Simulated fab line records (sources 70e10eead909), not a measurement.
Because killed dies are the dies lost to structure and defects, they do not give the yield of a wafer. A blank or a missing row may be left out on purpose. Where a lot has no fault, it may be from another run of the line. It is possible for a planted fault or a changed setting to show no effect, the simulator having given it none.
fab line records | flow nand_harc
[record] lots = 6 wafers = 18 last_day = 33
route steps=1302 shown A_CHANNEL_HOLE_D2@591 END@1302
lots with no fault: from the same line, run without faults
start_h: hours from the record's first day to the start of the lot's first wafer shown | wait_h: hours elapsed since this lot's preceding step | " as in the row above | L1.1+2: a row that stands for several wafers | - no value, or no start was given | * or withheld: withheld | < > ~ a bound
route shown NAME@n: a module of which the file shows steps, and the number in the route of the first | usual: the fault-free wafers' mean and standard deviation | same: alike in all rows | chamber/n: place in a boat | sites: the reading at each site | _std_site: standard deviation of those values | _edge_site: the outer-site mean with the inner-site mean subtracted | radius_mm: for every site, how far away it sits from the centre of the wafer | mask NAME#n: copy n | behind: tool/chamber where the wafer was last shaped | hold: why the lot went on hold/how many hours it stayed there/how the hold came to an end | device: names the non-switching transistor (n, p or np) | end of line: at the end of the route, the tests of the same wafers | a step with no rows: only its recipe | killed: the dies lost at the first sort to structure and to defects; this is not the yield of the wafer | map: a wafer's dies, marking killed ones x, the rest . and places with no die _
set.NAME: setting as actually run; set.NAME@STEP: the setting as run at that earlier step | model.NAME: the simulator's own value behind a step, which no gauge read
lots seen at some steps along the route; tables by step, rows by wafer
services: a tool's chamber out of use, with start hour (start_h, from the record's first day; less than 0 if before it), hours out, and reason
[[steps]]
[step NHARC_A_CHANNEL_HOLE_D2_ETCH_19]
[recipe] bias_v = 1200 source_w = 2500 pressure_mtorr = 15 time_s = 34.5 ar_flow_sccm = 375 c4f8_flow_sccm = 28.8 o2_flow_sccm = 96.2 temp_c = -20 target_depth_a = * chemistry = C4F8/O2/Ar
[usual] bias_v = 1201/12 drypump_motor_current_A = 6.02/0.13 showerhead_plenum_p_Torr = 3.72/0.031 throttle_valve_pct = 37.038/0.009
// columns lot.wafer tool chamber start_h wait_h bias_v drypump_motor_current_A rf_hours_counter_h showerhead_plenum_p_Torr throttle_valve_pct
L812.1 har_etch-02 1 339.77 0.1 1214 6.19 375 3.77 37.038
L812.3 " 1 " " 1199 6.20 - 3.77 37.040
L812.4 " 1 " " 1202 6.18 - 3.77 37.044
L817.2 har_etch-02 0 400.24 9.4 1193 5.99 4 3.75 37.032
L817.4 " 0 " " 1197 5.99 - 3.75 37.048
L817.6 " 0 " " 1210 6.00 - 3.75 37.045
L818.1 har_etch-02 1 412.30 0.8 1204 6.19 15 3.74 37.035
L818.3 " 0 " " 1214 5.98 - 3.74 37.038
L818.5 " 0 " " 1212 5.97 - 3.74 37.043
L826.1 har_etch-01 0 471.32 3.4 1192 6.08 260 3.68 37.027
L826.4 " 0 " " 1185 6.08 - 3.68 37.049
L826.5 " 1 " " 1195 5.86 - 3.68 37.042
L827.1 har_etch-01 1 501.35 0.1 1223 5.85 279 3.67 37.035
L827.2 " 0 " " 1226 6.08 279 3.67 37.038
L827.3 " 0 " " 1234 6.08 - 3.67 37.036
L828.1 har_etch-02 1 513.35 0.1 1181 6.21 72 3.71 37.031
L828.4 " 0 " " 1194 5.97 - 3.71 37.048
L828.5 " 0 " " 1203 5.95 - 3.71 37.050
[step NHARC_A_CHANNEL_HOLE_D2_ETCH_20]
[recipe] bias_v = 3000 source_w = withheld pressure_mtorr = 20 time_s = 361.9 ar_flow_sccm = 375 c4f8_flow_sccm = 89.3 o2_flow_sccm = 35.7 temp_c = -20 target_depth_a = 16000 chemistry = C4F8/O2/Ar
[step NHARC_A_CHANNEL_HOLE_D2_ETCH_21]
[recipe] bias_v = 3000 source_w = withheld pressure_mtorr = 20 time_s = 514.3 ar_flow_sccm = 375 c4f8_flow_sccm = 89.3 o2_flow_sccm = 35.7 temp_c = -20 target_depth_a = 16000 chemistry = C4F8/O2/Ar
[step NHARC_A_CHANNEL_HOLE_D2_ETCH_22]
[recipe] bias_v = 3000 source_w = withheld pressure_mtorr = 20 time_s = 666.7 ar_flow_sccm = 375 c4f8_flow_sccm = 89.3 o2_flow_sccm = 35.7 temp_c = -20 target_depth_a = 16000 chemistry = C4F8/O2/Ar
[usual] drypump_motor_current_A = 6.02/0.13 showerhead_plenum_p_Torr = 3.677/0.03 throttle_valve_pct = 32.154/0.0088
// columns lot.wafer tool chamber start_h wait_h drypump_motor_current_A rf_hours_counter_h showerhead_plenum_p_Torr throttle_valve_pct
L812.1 har_etch-02 1 341.50 0.7 6.20 377 3.722 32.152
L812.3 " 1 " " 6.21 - 3.722 32.140
L812.4 " 1 " " 6.20 - 3.722 32.167
L817.2 har_etch-02 0 401.19 0.4 5.98 5 3.708 32.145
L817.4 " 0 " " 5.98 - 3.708 32.166
L817.6 " 0 " " 5.98 - 3.708 32.157
L818.1 har_etch-02 1 413.17 0.4 6.20 16 3.701 32.162
L818.3 " 0 " " 5.98 - 3.702 32.155
L818.5 " 0 " " 5.94 - 3.702 32.158
L826.1 har_etch-01 0 472.26 0.4 6.10 261 3.639 32.160
L826.4 " 0 " " 6.08 - 3.639 32.161
L826.5 " 1 " " 5.85 - 3.639 32.143
L827.1 har_etch-01 1 502.21 0.4 5.86 280 3.629 32.154
L827.2 " 0 " " 6.08 280 3.628 32.147
L827.3 " 0 " " 6.07 - 3.629 32.154
L828.1 har_etch-02 1 514.21 0.4 6.19 73 3.671 32.163
L828.4 " 0 " " 5.97 - 3.671 32.157
L828.5 " 0 " " 5.98 - 3.671 32.163
[step NHARC_A_CHANNEL_HOLE_D2_ETCH_23]
[recipe] bias_v = 5000 source_w = withheld pressure_mtorr = 20 time_s = 819 ar_flow_sccm = 375 c4f8_flow_sccm = 89.3 o2_flow_sccm = 35.7 temp_c = -20 target_depth_a = 16000 chemistry = C4F8/O2/Ar
[step NHARC_A_CHANNEL_HOLE_D2_ETCH_24]
[recipe] bias_v = 5000 source_w = withheld pressure_mtorr = 20 time_s = 906.2 ar_flow_sccm = 375 c4f8_flow_sccm = 93.8 o2_flow_sccm = 31.2 temp_c = -20 target_depth_a = 15000 chemistry = C4F8/O2/Ar
[usual] drypump_motor_current_A = 6.02/0.13 showerhead_plenum_p_Torr = 3.672/0.03 throttle_valve_pct = 32.234/0.0082
// columns lot.wafer tool chamber start_h wait_h drypump_motor_current_A rf_hours_counter_h showerhead_plenum_p_Torr throttle_valve_pct
L812.1 har_etch-02 1 344.02 1.1 6.18 379 3.716 32.232
L812.3 " 1 " " 6.19 - 3.715 32.237
L812.4 " 1 " " 6.20 - 3.716 32.230
L817.2 har_etch-02 0 402.49 0.6 5.99 6 3.703 32.228
L817.4 " 0 " " 5.99 - 3.703 32.231
L817.6 " 0 " " 6.00 - 3.702 32.230
L818.1 har_etch-02 1 414.44 0.6 6.21 17 3.696 32.238
L818.3 " 0 " " 5.99 - 3.696 32.230
L818.5 " 0 " " 5.94 - 3.696 32.211
L826.1 har_etch-01 0 473.56 0.6 6.10 262 3.633 32.232
L826.4 " 0 " " 6.08 - 3.634 32.236
L826.5 " 1 " " 5.83 - 3.634 32.238
L827.1 har_etch-01 1 503.48 0.6 5.83 281 3.623 32.231
L827.2 " 0 " " 6.08 281 3.623 32.240
L827.3 " 0 " " 6.07 - 3.624 32.240
L828.1 har_etch-02 1 515.46 0.6 6.16 75 3.665 32.232
L828.4 " 0 " " 5.99 - 3.665 32.242
L828.5 " 0 " " 6.01 - 3.666 32.234
[step NHARC_A_CHANNEL_HOLE_D2_ETCH_25]
[recipe] bias_v = 5000 source_w = withheld pressure_mtorr = 20 time_s = 1040.2 ar_flow_sccm = 375 c4f8_flow_sccm = 93.8 o2_flow_sccm = 31.2 temp_c = -20 target_depth_a = 15000 chemistry = C4F8/O2/Ar
[step NHARC_A_CHANNEL_HOLE_D2_ETCH_26]
[recipe] bias_v = 300 source_w = 2000 pressure_mtorr = 30 time_s = 224.1 ar_flow_sccm = 375 c4f8_flow_sccm = 11.4 o2_flow_sccm = 113.6 temp_c = -20 target_depth_a = 3000 chemistry = C4F8/O2/Ar
[usual] bias_v = 301/3.4 drypump_motor_current_A = 6.02/0.13 showerhead_plenum_p_Torr = 3.72/0.031 throttle_valve_pct = 24.583/0.0098
// columns lot.wafer tool chamber start_h wait_h bias_v drypump_motor_current_A rf_hours_counter_h showerhead_plenum_p_Torr throttle_valve_pct
L812.1 har_etch-02 1 347.27 1.4 299 6.20 382 3.77 24.570
L812.3 " 1 " " 302 6.16 - 3.77 24.606
L812.4 " 1 " " 292 6.17 - 3.77 24.589
L817.2 har_etch-02 0 404.03 0.6 300 5.96 8 3.75 24.574
L817.4 " 0 " " 299 5.94 - 3.75 24.579
L817.6 " 0 " " 301 5.98 - 3.75 24.574
L818.1 har_etch-02 1 416.09 0.7 296 6.18 19 3.75 24.577
L818.3 " 0 " " 306 5.98 - 3.75 24.587
L818.5 " 0 " " 298 5.98 - 3.75 24.598
L826.1 har_etch-01 0 475.12 0.6 302 6.08 264 3.68 24.593
L826.4 " 0 " " 303 6.08 - 3.68 24.581
L826.5 " 1 " " 290 5.88 - 3.68 24.587
L827.1 har_etch-01 1 505.14 0.8 304 5.87 283 3.67 24.578
L827.2 " 0 " " 303 6.09 283 3.67 24.593
L827.3 " 0 " " 307 6.09 - 3.67 24.565
L828.1 har_etch-02 1 517.10 0.7 293 6.17 76 3.71 24.577
L828.4 " 0 " " 301 5.98 - 3.71 24.565
L828.5 " 0 " " 306 6.03 - 3.71 24.583
[step NHARC_A_CHANNEL_HOLE_D2_ETCH_27]
[recipe] bias_v = 400 source_w = 2000 pressure_mtorr = 25 time_s = 90 ar_flow_sccm = 375 c4f8_flow_sccm = 41.7 o2_flow_sccm = 83.3 temp_c = -20 target_depth_a = 4000 chemistry = C4F8/O2/Ar
[usual] bias_v = 401/4.3 drypump_motor_current_A = 6.02/0.13 showerhead_plenum_p_Torr = 3.71/0.031 throttle_valve_pct = 27.620/0.0084
// columns lot.wafer tool chamber start_h wait_h bias_v drypump_motor_current_A rf_hours_counter_h showerhead_plenum_p_Torr throttle_valve_pct
L812.1 har_etch-02 1 347.67 0.3 398 6.18 383 3.76 27.620
L812.3 " 1 " " 402 6.19 - 3.76 27.614
L812.4 " 1 " " 403 6.18 - 3.76 27.614
L817.2 har_etch-02 0 404.22 0.2 399 6.01 8 3.75 27.617
L817.4 " 0 " " 402 5.99 - 3.75 27.627
L817.6 " 0 " " 399 6.02 - 3.75 27.619
L818.1 har_etch-02 1 416.30 0.2 399 6.20 19 3.74 27.601
L818.3 " 0 " " 399 5.97 - 3.74 27.613
L818.5 " 0 " " 404 6.00 - 3.74 27.617
L826.1 har_etch-01 0 475.31 0.2 402 6.09 264 3.68 27.641
L826.4 " 0 " " 395 6.08 - 3.68 27.626
L826.5 " 1 " " 399 5.83 - 3.68 27.622
L827.1 har_etch-01 1 505.34 0.2 400 5.86 283 3.66 27.625
L827.2 " 0 " " 399 6.08 283 3.66 27.620
L827.3 " 0 " " 408 6.08 - 3.66 27.619
L828.1 har_etch-02 1 517.31 0.2 407 6.17 76 3.71 27.610
L828.4 " 0 " " 387 5.96 - 3.71 27.611
L828.5 " 0 " " 396 5.98 - 3.71 27.603
[step NHARC_A_CHANNEL_HOLE_D2_STRIP_41]
[recipe] n2_flow_sccm = 150 h2_flow_sccm = 150 ar_flow_sccm = 0 bias_w = 0 chemistry = N2/H2
[step NHARC_A_CHANNEL_HOLE_D2_STRIP_42]
[recipe] cf4_flow_sccm = 100 chf3_flow_sccm = 30 ar_flow_sccm = 0 bias_w = 0 chemistry = CF4/CHF3
[step NHARC_A_CHANNEL_HOLE_D2_STRIP_43]
[recipe] o2_flow_sccm = 400 cos_flow_sccm = 20 ar_flow_sccm = 0 bias_w = 0 chemistry = O2/COS
[step NHARC_A_CHANNEL_HOLE_D2_ETCH_44]
[recipe] target_depth_a = 1400 overetch_a = 140 time_s = 77 ion_energy_ev = 100 cf4_flow_sccm = 80 o2_flow_sccm = 20 ar_flow_sccm = 0 rf_w = 300 bias_w = 100 chemistry = CF4/O2
[usual] drypump_motor_current_A = 5.6/0.43 oes_product_au = 1.000/0.012 rf_vpp_V = 197.8/1.2 showerhead_plenum_p_Torr = 1.33/0.048 throttle_valve_pct = 13.397/0.0097
// columns lot.wafer tool chamber start_h wait_h drypump_motor_current_A oes_product_au rf_hours_counter_h rf_vpp_V showerhead_plenum_p_Torr throttle_valve_pct
L812.3 rie_diel-12 2 348.60 0.1 5.9 0.998 4.3 198.6 1.34 13.406
L812.1 " 3 " " 5.6 0.997 4.3 197.2 1.30 13.408
L812.4 " 1 " " 5.4 0.979 2.9 199.4 1.39 13.388
L817.2 rie_diel-05 0 404.95 0.1 5.1 0.916 9.6 197.7 1.37 13.389
L817.4 " 2 " " 4.9 0.911 10.8 198.6 1.41 13.398
L817.6 " 0 " " 5.1 0.924 - 199.0 1.37 13.390
L818.1 rie_diel-05 1 417.05 0.1 5.8 0.906 0.0 196.0 1.27 13.401
L818.3 " 2 " " 5.0 0.917 0.0 199.3 1.41 13.383
L818.5 " 0 " " 5.0 0.905 - 198.4 1.37 13.410
L826.4 rie_diel-05 0 476.03 0.0 5.1 0.993 3.4 198.4 1.37 13.398
L826.1 " 2 " " 5.0 0.987 2.4 199.5 1.41 13.382
L826.5 " 1 " " 5.8 0.990 - 196.9 1.27 13.402
L827.2 rie_diel-12 2 506.09 0.1 5.9 1.009 2.8 199.8 1.34 13.414
L827.1 " 3 " " 5.6 1.009 2.3 196.2 1.29 13.404
L827.3 " 0 " " 6.1 1.010 2.8 197.2 1.26 13.405
L828.1 rie_diel-05 0 518.06 0.1 5.1 0.990 5.1 199.0 1.37 13.399
L828.4 " 1 " " 5.8 0.993 5.2 196.7 1.26 13.385
L828.5 " 3 " " 6.0 1.010 - 199.2 1.32 13.398
[step NHARC_A_CHANNEL_HOLE_D2_STRIP_28]
[recipe] o2_flow_sccm = 500 ar_flow_sccm = 0 bias_w = 0 chemistry = O2
[step NHARC_END_SORT_01]
[recipe] temp_c = 25
[usual] killed_at_array = 51/18 killed_at_other = 1.0/1.2 killed_at_periphery = 3.7/2.9 killed_dies = 55/19 killed_open = 3.5/1.9 killed_short = 2.6/1.6
[same] gross_dies = 677
// columns lot.wafer tool chamber start_h wait_h killed_at_array killed_at_other killed_at_periphery killed_dies killed_open killed_short
L817.2 prober-02 0 660.86 2.8 675 1 1 677 3 3
L817.4 prober-02 0 662.46 3.4 674 1 2 677 1 3
L817.6 prober-02 0 664.06 4.0 669 2 6 677 9 1
L818.1 prober-01 0 682.91 2.5 673 0 4 677 1 1
L818.3 prober-01 0 684.54 3.1 674 0 2 676 4 3
L818.5 prober-01 0 686.18 3.8 671 0 5 676 5 3
L826.1 prober-02 0 739.90 2.5 43 2 0 45 4 5
L826.4 prober-02 0 742.31 3.4 31 0 5 36 4 2
L826.5 prober-02 0 743.11 3.7 61 1 3 65 5 4
// killed by level:class
L817.2 A_CHANNEL_HOLE_D2:area_etch=651 A_STAIRCASE:chamber_film_flake=4 A_CHANNEL_HOLE_D1:chamber_film_flake=3 A_CHANNEL_FILL_D2:geometric_particle:short=2 A_ZERO_WELL:chamber_film_flake=2 A_DECK1_JOINT:chamber_film_flake=2 A_CONTACT:chamber_film_flake=2 A_ONON_D1:geometric_particle:open=1
L817.4 A_CHANNEL_HOLE_D2:area_etch=652 A_SLIT:chamber_film_flake=5 A_SGD_CUT:chamber_film_flake=4 A_CHANNEL_HOLE_D1:chamber_film_flake=3 A_CHANNEL_HOLE_D2:chamber_film_flake=2 A_CHANNEL_FILL_D2:chamber_film_flake=2 A_CONTACT:chamber_film_flake=2 P_GATE:geometric_particle:open=1
L817.6 A_CHANNEL_HOLE_D2:area_etch=645 A_CONTACT:chamber_film_flake=5 A_CHANNEL_HOLE_D1:chamber_film_flake=4 A_STAIRCASE:chamber_film_flake=4 A_DECK1_JOINT:geometric_particle:open=2 A_CHANNEL_FILL_D2:geometric_particle:open=2 A_SGD_CUT:chamber_film_flake=2 THIN_TSV:chamber_film_flake=2
L818.1 A_CHANNEL_HOLE_D2:area_etch=646 A_CHANNEL_HOLE_D1:chamber_film_flake=11 A_STAIRCASE:chamber_film_flake=4 P_GATE:chamber_film_flake=3 A_CHANNEL_HOLE_D2:chamber_film_flake=3 A_SLIT:chamber_film_flake=2 A_WL_FILL:chamber_film_flake=2 A_CHANNEL_HOLE_D2:geometric_particle:open=1
L818.3 A_CHANNEL_HOLE_D2:area_etch=641 A_STAIRCASE:chamber_film_flake=7 A_CHANNEL_HOLE_D1:chamber_film_flake=5 A_SLIT:chamber_film_flake=4 A_CHANNEL_FILL_D2:chamber_film_flake=3 A_CONTACT:geometric_particle:open=2 A_DECK1_JOINT:chamber_film_flake=2 A_CHANNEL_HOLE_D2:chamber_film_flake=2
L818.5 A_CHANNEL_HOLE_D2:area_etch=642 A_CHANNEL_HOLE_D2:chamber_film_flake=8 A_STAIRCASE:chamber_film_flake=7 A_CHANNEL_HOLE_D1:chamber_film_flake=3 A_CHANNEL_HOLE_D2:geometric_particle:open=2 A_SLIT:chamber_film_flake=2 P_ZERO_WELL:geometric_particle:short=1 P_GATE:geometric_particle:open=1
L826.1 A_CHANNEL_HOLE_D1:chamber_film_flake=13 A_CONTACT:chamber_film_flake=8 A_CHANNEL_HOLE_D2:chamber_film_flake=7 A_SLIT:chamber_film_flake=4 A_ONON_D2:geometric_particle:short=2 A_CHANNEL_FILL_D2:geometric_particle:open=2 A_CHANNEL_FILL_D1:geometric_particle:open=1 A_CHANNEL_FILL_D1:geometric_particle:short=1
L826.4 A_CHANNEL_HOLE_D1:chamber_film_flake=7 A_CONTACT:chamber_film_flake=7 A_CHANNEL_HOLE_D2:chamber_film_flake=6 A_SLIT:chamber_film_flake=6 A_M0:geometric_particle:open=2 P_M1:chamber_film_flake=2 P_GATE:geometric_particle:short=1 P_GATE:geometric_particle:open=1
L826.5 A_CHANNEL_HOLE_D2:chamber_film_flake=26 A_CHANNEL_HOLE_D1:chamber_film_flake=12 A_CONTACT:chamber_film_flake=8 A_SLIT:chamber_film_flake=6 A_CHANNEL_FILL_D1:chamber_film_flake=3 P_CONTACT:geometric_particle:open=1 P_M0:geometric_particle:open=1 P_M1:geometric_particle:open=1
// map L817.2 (x killed, . not)
____________x____________
_________xxxxxxx_________
_______xxxxxxxxxxx_______
______xxxxxxxxxxxxx______
_____xxxxxxxxxxxxxxx_____
____xxxxxxxxxxxxxxxxx____
____xxxxxxxxxxxxxxxxx____
___xxxxxxxxxxxxxxxxxxx___
___xxxxxxxxxxxxxxxxxxx___
__xxxxxxxxxxxxxxxxxxxxx__
__xxxxxxxxxxxxxxxxxxxxx__
_xxxxxxxxxxxxxxxxxxxxxxx_
_xxxxxxxxxxxxxxxxxxxxxxx_
_xxxxxxxxxxxxxxxxxxxxxxx_
_xxxxxxxxxxxxxxxxxxxxxxx_
_xxxxxxxxxxxxxxxxxxxxxxx_
xxxxxxxxxxxxxxxxxxxxxxxxx
xxxxxxxxxxxxxxxxxxxxxxxxx
xxxxxxxxxxxxxxxxxxxxxxxxx
xxxxxxxxxxxxxxxxxxxxxxxxx
xxxxxxxxxxxxxxxxxxxxxxxxx
_xxxxxxxxxxxxxxxxxxxxxxx_
_xxxxxxxxxxxxxxxxxxxxxxx_
_xxxxxxxxxxxxxxxxxxxxxxx_
_xxxxxxxxxxxxxxxxxxxxxxx_
_xxxxxxxxxxxxxxxxxxxxxxx_
__xxxxxxxxxxxxxxxxxxxxx__
__xxxxxxxxxxxxxxxxxxxxx__
___xxxxxxxxxxxxxxxxxxx___
___xxxxxxxxxxxxxxxxxxx___
____xxxxxxxxxxxxxxxxx____
____xxxxxxxxxxxxxxxxx____
_____xxxxxxxxxxxxxxx_____
______xxxxxxxxxxxxx______
_______xxxxxxxxxxx_______
_________xxxxxxx_________
____________x____________
// map L818.1 (x killed, . not)
____________x____________
_________xxxxxxx_________
_______xxxxxxxxxxx_______
______xxxxxxxxxxxxx______
_____xxxxxxxxxxxxxxx_____
____xxxxxxxxxxxxxxxxx____
____xxxxxxxxxxxxxxxxx____
___xxxxxxxxxxxxxxxxxxx___
___xxxxxxxxxxxxxxxxxxx___
__xxxxxxxxxxxxxxxxxxxxx__
__xxxxxxxxxxxxxxxxxxxxx__
_xxxxxxxxxxxxxxxxxxxxxxx_
_xxxxxxxxxxxxxxxxxxxxxxx_
_xxxxxxxxxxxxxxxxxxxxxxx_
_xxxxxxxxxxxxxxxxxxxxxxx_
_xxxxxxxxxxxxxxxxxxxxxxx_
xxxxxxxxxxxxxxxxxxxxxxxxx
xxxxxxxxxxxxxxxxxxxxxxxxx
xxxxxxxxxxxxxxxxxxxxxxxxx
xxxxxxxxxxxxxxxxxxxxxxxxx
xxxxxxxxxxxxxxxxxxxxxxxxx
_xxxxxxxxxxxxxxxxxxxxxxx_
_xxxxxxxxxxxxxxxxxxxxxxx_
_xxxxxxxxxxxxxxxxxxxxxxx_
_xxxxxxxxxxxxxxxxxxxxxxx_
_xxxxxxxxxxxxxxxxxxxxxxx_
__xxxxxxxxxxxxxxxxxxxxx__
__xxxxxxxxxxxxxxxxxxxxx__
___xxxxxxxxxxxxxxxxxxx___
___xxxxxxxxxxxxxxxxxxx___
____xxxxxxxxxxxxxxxxx____
____xxxxxxxxxxxxxxxxx____
_____xxxxxxxxxxxxxxx_____
______xxxxxxxxxxxxx______
_______xxxxxxxxxxx_______
_________xxxxxxx_________
____________x____________
[[services]]
// columns tool chamber start_h hours kind
rie_diel-05 0 316.02 13.5 repair
har_etch-02 - 327.22 4.0 repair
rie_diel-12 1 331.25 12.8 repair
har_etch-02 0 331.36 - consumable_replace:focus_ring
har_etch-02 0 331.36 17.0 scheduled_down
har_etch-02 0 331.36 17.0 vent_cycle
rie_diel-05 0 336.60 - clean
rie_diel-05 1 336.60 - clean
rie_diel-05 2 336.60 - clean
rie_diel-05 3 336.60 - clean
rie_diel-05 0 361.76 - clean
rie_diel-05 1 361.76 - clean
rie_diel-05 2 361.76 - clean
rie_diel-05 3 361.76 - clean
har_etch-02 - 379.07 17.0 pm
har_etch-02 0 379.07 17.0 vent_cycle
har_etch-02 1 379.07 17.0 vent_cycle
rie_diel-05 0 386.26 - clean
rie_diel-05 1 386.26 - clean
har_etch-02 0 396.07 - clean
har_etch-02 1 396.07 - clean
rie_diel-05 - 406.60 9.0 pm
rie_diel-12 - 445.48 9.0 pm
rie_diel-12 3 479.57 10.5 repair
[[key]]
[first_sign] step = NHARC_A_CHANNEL_HOLE_D2_ETCH_44 reading = oes_product_au direction = down sigmas = 7.1 usual = 1.000 struck = 0.913
[effect] step = NHARC_END_SORT_01 reading = killed_at_array direction = up sigmas = 34 usual = 51 struck = 673
[more_kills_born_at] NHARC_A_CHANNEL_HOLE_D2_ETCH_44@rie_diel-05 = 3877
met_at NHARC_A_CHANNEL_HOLE_D2_ETCH_44
struck_wafers L817.2,L817.4,L817.6,L818.1,L818.3,L818.5
later_rows_left_out L817.2,L817.4,L817.6,L818.1,L818.3,L818.5
tester_left_out L817,L818
[fault] kind = process_parameter_drift tool = rie_diel-05 chamber = - onset_h = 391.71 steps = NHARC_A_CHANNEL_HOLE_D2_ETCH_44 channel = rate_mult offset = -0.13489 shape = step end_h = 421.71
// tester_left_out: of these lots the tester's yield and bins aren't shown, on N5 and GAA mostly nor the transistor test; their killed dies are dies lost to structure and defects alone, not to doping, threshold or leakage, so they don't give the yield
// later_rows_left_out: the simulator's readings of these wafers behind a module that went badly wrong aren't trusted and aren't shown, but for the sort
